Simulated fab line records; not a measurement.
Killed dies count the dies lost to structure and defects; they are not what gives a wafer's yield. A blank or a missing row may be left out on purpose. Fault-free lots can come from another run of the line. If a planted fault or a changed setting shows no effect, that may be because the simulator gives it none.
Lot-split experiment || flow n5_finfet || route with 1938 steps; 7 lots, 21 wafers read

## ON THE SPLIT
At N5_BEOL_M0_SAQP_SPACER2_ALD_26 (deposits SiO2, target thk 15 nm, pulse time 1 s, purge time 2 s), the setting target_thk_a was moved away from the recipe's 150 angstrom on 4 of the 21 wafers read, by +4.7% to +12.5%. For the rest of the wafers, this setting stayed at what the recipe calls for.

## FROM THE SPLIT TO THE READING: what the file shows between them, 2 steps
- N5_BEOL_M0_SAQP_SPACER2_ETCHBACK_27: etches SiO2 in CHF3/O2, target depth 22.5 nm, time 11.25 s
- N5_BEOL_M0_SAQP_MANDREL2_REMOVE_110: chemistry HBr/Cl2/O2, target a-Si, stops on SiCN, bt time 10 s

## THE READING
Shown in nm: cd_nm at N5_BEOL_M0_SAQP_CD_MEAS_29, with target cd 14.4 nm. On this fab line, fault-free wafers typically give 14.96 nm with a standard deviation of 0.25 nm.

{"wafer": "L077.3", "tool, chamber at the split": "ald_sin-03, 0", "target_thk_a as run, angstrom": 150, "against the recipe": "recipe", "cd_nm, nm": 15.08, "against lot-mates on the recipe": "-"}
{"wafer": "L077.5", "tool, chamber at the split": "ald_sin-03, 0", "target_thk_a as run, angstrom": 150, "against the recipe": "recipe", "cd_nm, nm": 14.59, "against lot-mates on the recipe": "-"}
{"wafer": "L077.6", "tool, chamber at the split": "ald_sin-03, 3", "target_thk_a as run, angstrom": 150, "against the recipe": "recipe", "cd_nm, nm": 15.12, "against lot-mates on the recipe": "-"}
{"wafer": "L079.1", "tool, chamber at the split": "ald_sin-04, 3,1", "target_thk_a as run, angstrom": 150, "against the recipe": "recipe", "cd_nm, nm": 14.58, "against lot-mates on the recipe": "-"}
{"wafer": "L079.3", "tool, chamber at the split": "ald_sin-04, 2", "target_thk_a as run, angstrom": 150, "against the recipe": "recipe", "cd_nm, nm": 14.86, "against lot-mates on the recipe": "-"}
{"wafer": "L079.4", "tool, chamber at the split": "ald_sin-04, 3,1", "target_thk_a as run, angstrom": 150, "against the recipe": "recipe", "cd_nm, nm": 14.89, "against lot-mates on the recipe": "-"}
{"wafer": "L080.2", "tool, chamber at the split": "ald_sin-01, 1,3,0", "target_thk_a as run, angstrom": 150, "against the recipe": "recipe", "cd_nm, nm": 14.98, "against lot-mates on the recipe": "-"}
{"wafer": "L080.5", "tool, chamber at the split": "ald_sin-01, 1,3,0", "target_thk_a as run, angstrom": 150, "against the recipe": "recipe", "cd_nm, nm": 15.18, "against lot-mates on the recipe": "-"}
{"wafer": "L080.6", "tool, chamber at the split": "ald_sin-01, 1,3,0", "target_thk_a as run, angstrom": 150, "against the recipe": "recipe", "cd_nm, nm": 14.99, "against lot-mates on the recipe": "-"}
{"wafer": "L081.1", "tool, chamber at the split": "ald_sin-03, 3,3,0", "target_thk_a as run, angstrom": 150, "against the recipe": "recipe", "cd_nm, nm": 15.17, "against lot-mates on the recipe": "-"}
{"wafer": "L081.5", "tool, chamber at the split": "ald_sin-03, 3,3,0", "target_thk_a as run, angstrom": 150, "against the recipe": "recipe", "cd_nm, nm": 14.84, "against lot-mates on the recipe": "-"}
{"wafer": "L081.6", "tool, chamber at the split": "ald_sin-03, 3,3,0", "target_thk_a as run, angstrom": 150, "against the recipe": "recipe", "cd_nm, nm": 14.78, "against lot-mates on the recipe": "-"}
{"wafer": "L085.1", "tool, chamber at the split": "ald_sin-04, 2,1", "target_thk_a as run, angstrom": 150, "against the recipe": "recipe", "cd_nm, nm": 14.89, "against lot-mates on the recipe": "-"}
{"wafer": "L085.2", "tool, chamber at the split": "ald_sin-04, 2,1", "target_thk_a as run, angstrom": 150, "against the recipe": "recipe", "cd_nm, nm": 15.08, "against lot-mates on the recipe": "-"}
{"wafer": "L085.5", "tool, chamber at the split": "ald_sin-04, 1", "target_thk_a as run, angstrom": 157.1, "against the recipe": "+4.7%", "cd_nm, nm": 15.75, "against lot-mates on the recipe": "+0.77"}
{"wafer": "L086.1", "tool, chamber at the split": "ald_sin-01, 2", "target_thk_a as run, angstrom": 150, "against the recipe": "recipe", "cd_nm, nm": 14.89, "against lot-mates on the recipe": "-"}
{"wafer": "L086.5", "tool, chamber at the split": "ald_sin-01, 3", "target_thk_a as run, angstrom": 168.7, "against the recipe": "+12.5%", "cd_nm, nm": 17.17, "against lot-mates on the recipe": "+2.39"}
{"wafer": "L086.6", "tool, chamber at the split": "ald_sin-01, 2", "target_thk_a as run, angstrom": 150, "against the recipe": "recipe", "cd_nm, nm": 14.68, "against lot-mates on the recipe": "-"}
{"wafer": "L088.1", "tool, chamber at the split": "ald_sin-04, 2,0", "target_thk_a as run, angstrom": 168.7, "against the recipe": "+12.5%", "cd_nm, nm": 16.67, "against lot-mates on the recipe": "+1.46"}
{"wafer": "L088.2", "tool, chamber at the split": "ald_sin-04, 2,0", "target_thk_a as run, angstrom": 168.7, "against the recipe": "+12.5%", "cd_nm, nm": 16.78, "against lot-mates on the recipe": "+1.57"}
{"wafer": "L088.5", "tool, chamber at the split": "ald_sin-04, 3", "target_thk_a as run, angstrom": 150, "against the recipe": "recipe", "cd_nm, nm": 15.21, "against lot-mates on the recipe": "-"}
Where a row lists several chambers, the file gives one row for several wafers and doesn't say which wafer went through which chamber.

THE FIT
A straight line over all 21 wafers: cd_nm changes by +0.156 nm for each +1% of target_thk_a; r = +0.96; the points scatter about the line by 0.2 nm.
The same after taking each lot's own level away (the mean of its wafers on the recipe; 21 wafers): +0.145 nm for each +1%; r = +0.95; scatter 0.22 nm.
According to that fit, moving target_thk_a by its largest amount changes the reading by 1.8 nm.
Measured against the standard deviation above, the lots' own levels, which go from 14.777 to 15.210 nm, span 1.7 times it.
The two slopes are in agreement: the lot-to-lot level therefore moves the slope only a little.
Check: +1.55 nm against its lot-mates is what the line predicts for one of the wafers moved furthest among these (+12.5%) when that wafer is left out of the fit. It came out at +2.39 nm against them.

## OTHER SPLITS APPLIED TO THESE WAFERS
Other splits were also applied to these wafers ahead of the reading. Each is held against what the fit with the lots' levels taken away leaves over:
{"other split on the same wafers": "N5_GATE_CUT_ETCH_58 time_s", "wafers away from the commonest value": 5, "r with cd_nm (lot level and that fit taken away)": -0.18}
{"other split on the same wafers": "N5_MOL_CONTACT_COAG_ALD_27 ald_cycles", "wafers away from the commonest value": 6, "r with cd_nm (lot level and that fit taken away)": "+0.00"}
{"other split on the same wafers": "N5_MOL_CONTACT_COAG_EXPOSE_81 dose_mj", "wafers away from the commonest value": 8, "r with cd_nm (lot level and that fit taken away)": "+0.47"}
{"other split on the same wafers": "N5_MOL_CONTACT_COAG_ALD_133 ald_cycles", "wafers away from the commonest value": 8, "r with cd_nm (lot level and that fit taken away)": -0.05}
{"other split on the same wafers": "N5_MOL_CONTACT_COAG_VIA_ETCH_117 bias_w", "wafers away from the commonest value": 7, "r with cd_nm (lot level and that fit taken away)": "+0.07"}

## THE WHOLE CHAIN: every reading that the file lists as answering this split, in the file's order
{"step": "N5_BEOL_M0_SAQP_SPACER2_ALD_26", "what it does": "deposits SiO2, target thk 15 nm, pulse time 1 s, purge time 2 s", "reading": "SiO2_of_BEOL_M0_SAQP_SPACER2_ALD_26.thk_nm (the simulator's own value, which no gauge read)", "change (the file's fit)": "+0.154 nm for each +1% of the setting", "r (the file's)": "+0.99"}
{"step": "N5_BEOL_M0_SAQP_MANDREL2_REMOVE_110", "what it does": "chemistry HBr/Cl2/O2, target a-Si, stops on SiCN, bt time 10 s", "reading": "BEOL_M0_SAQP.cd_nm (the simulator's own value, which no gauge read)", "change (the file's fit)": "+0.152 nm for each +1% of the setting", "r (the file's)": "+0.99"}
{"step": "N5_BEOL_M0_SAQP_CD_MEAS_29", "what it does": "target cd 14.4 nm", "reading": "cd_nm", "change (the file's fit)": "+0.157 nm for each +1% of the setting", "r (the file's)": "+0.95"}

## FILE'S OWN FIT
cd_nm changes by +0.157 nm for each +1% of target_thk_a, r = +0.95.
